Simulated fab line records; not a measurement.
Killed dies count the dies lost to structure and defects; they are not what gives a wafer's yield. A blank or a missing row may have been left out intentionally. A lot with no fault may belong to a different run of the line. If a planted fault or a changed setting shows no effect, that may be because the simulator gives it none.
A lot that was struck, set against a sound lot    flow n5Finfet    16 steps out of a route of 1938
Sound: wafers L958.2, L958.3, L958.4. Wafers struck: L949.3, L949.4, L949.5. The cause is named last.
Per side, at each step with rows, come the tool, then ch with its chambers, and then its first start. Under that, the readings that differ: sound wafers    struck wafers    difference of the means    sigmas: that difference in standard deviations of wafers without a fault.
alike: readings with means less than 2 such deviations apart, plus words and numbers identical on both sides. not compared: withheld readings, readings lacking a value on some wafer, bounds such as >300 that could conceal the same value, and numbers that have no deviation in the record and whose values overlap.
A row with sigmas, a row that says differs or no value, or rows on one side alone: a step with any of these is where the two part. Numbers that don't overlap but have no deviation are shown without sigmas and don't part them. A reading missing from all wafers of one side parts the sides only when that side holds two or more wafers.

first, 4 steps without rows for these wafers: N5_BEOL_M8_SOFTBAKE_06 (time 60 s); N5_BEOL_M8_EXPOSE_08 (exposes mask M8); N5_BEOL_M8_PEB_09 (peb time 60 s); N5_BEOL_M8_DEVELOP_10 (develop time 30 s).
N5_BEOL_M8_CD_MEAS_11: the cd target is 38.5 nm.
  sound on cdSem-01 ch 0, day 18 20:32; struck on cdSem-02 ch 0, day 15 21:47
  alike: cdNm
N5_BEOL_M8_OVL_MEAS_12:
  sound on overlay-01 ch 0, day 18 20:34; struck on overlay-01 ch 0, day 15 21:49
  alike: M8_OVL
N5_BEOL_M8_INSPECT_13: inspects for defects (brightfield).
  sound on defectInspect-02, day 18 20:35; struck on defectInspect-02, day 15 21:50
  alike: rawDefectCount
N5_BEOL_M8_DESCUM_16: chemistry O2, time 7.9 s.
  sound on rieDiel-04 ch 0,2,3, day 18 20:37; struck on rieDiel-04 ch 1,2, day 15 21:53
  alike: drypumpMotorCurrentA, oesProductAu, rfVppV, showerheadPlenumPTorr, throttleValvePct
  not compared: rfHoursCounterH
N5_BEOL_M8_ETCH_61: etches SiARC in CF4, target depth 45.5 nm, time 75.8 s.
  sound on rieDiel-04 ch 0,2,3, day 18 20:39; struck on rieDiel-04 ch 1,2, day 15 21:55
  alike: drypumpMotorCurrentA, etchRfOnTimeS, oesProductAu, rfVppV, showerheadPlenumPTorr, throttleValvePct
  not compared: rfHoursCounterH
N5_BEOL_M8_ETCH_62: etches SOC in N2/H2, target depth 110 nm, overetch 22 nm, time 165 s.
  sound on rieDiel-04 ch 0,2,3, day 18 20:43; struck on rieDiel-04 ch 1,2, day 15 21:58
  alike: drypumpMotorCurrentA, oesProductAu, rfVppV, showerheadPlenumPTorr, throttleValvePct
  not compared: rfHoursCounterH
then, 1 step without rows for these wafers: N5_BEOL_M8_STRIP_68 (strips in N2/H2).
N5_BEOL_M8_STRIP_67: strips in CF4.
  sound on rieDiel-04 ch 0,2,3, day 18 20:51; struck on rieDiel-04 ch 1,2, day 15 22:07
  alike: drypumpMotorCurrentA, oesProductAu, rfVppV, showerheadPlenumPTorr, throttleValvePct
  not compared: rfHoursCounterH
N5_BEOL_M8_HM_OPEN_17: chemistry Cl2/BCl3, target TiN, target depth 20 nm, overetch 6 nm.
  sound on rieMetal-03 ch 0,1, day 18 20:59; struck on rieMetal-01 ch 0, day 15 22:13
  no value came back on the struck wafers for any of 6 readings (bcl3FlowSccm (sccm), biasW (W) and others); on the sound wafers bcl3FlowSccm (sccm) reads 21.88 21.63 21.77
reading                                  sound       struck             difference  sigmas
model.SOC_of_BEOL_M8_COAT_59.thkNm (nm)  92 91.8 92  100.4 100.4 100.2  +8.4        
  not compared: rfHoursCounterH
N5_BEOL_M8_STRIP_19: strips in O2.
  sound on rieDiel-05 ch 1,2,3, day 18 21:06; struck on rieDiel-04 ch 0,3, day 15 22:22
  alike: drypumpMotorCurrentA, oesProductAu, rfVppV, showerheadPlenumPTorr, throttleValvePct
  not compared: rfHoursCounterH
N5_BEOL_M8_CD_MEAS_18: pitch 80 nm, target cd 40 nm.
  sound on cdSem-03, day 18 21:10; struck on cdSem-03, day 15 22:26
reading    sound           struck  difference                     sigmas
cdNm (nm)  39.4 40.2 40.0  - - -   no value on the struck wafers  
then, 1 step without rows for these wafers: N5_BEOL_M8_COAT_63 (time 60 s, resist thk 60 nm).

WHERE THEY PART
Last at N5_BEOL_M8_CD_MEAS_18 as far as this record goes, first at N5_BEOL_M8_HM_OPEN_17.

WHY: what had been put in by the simulator
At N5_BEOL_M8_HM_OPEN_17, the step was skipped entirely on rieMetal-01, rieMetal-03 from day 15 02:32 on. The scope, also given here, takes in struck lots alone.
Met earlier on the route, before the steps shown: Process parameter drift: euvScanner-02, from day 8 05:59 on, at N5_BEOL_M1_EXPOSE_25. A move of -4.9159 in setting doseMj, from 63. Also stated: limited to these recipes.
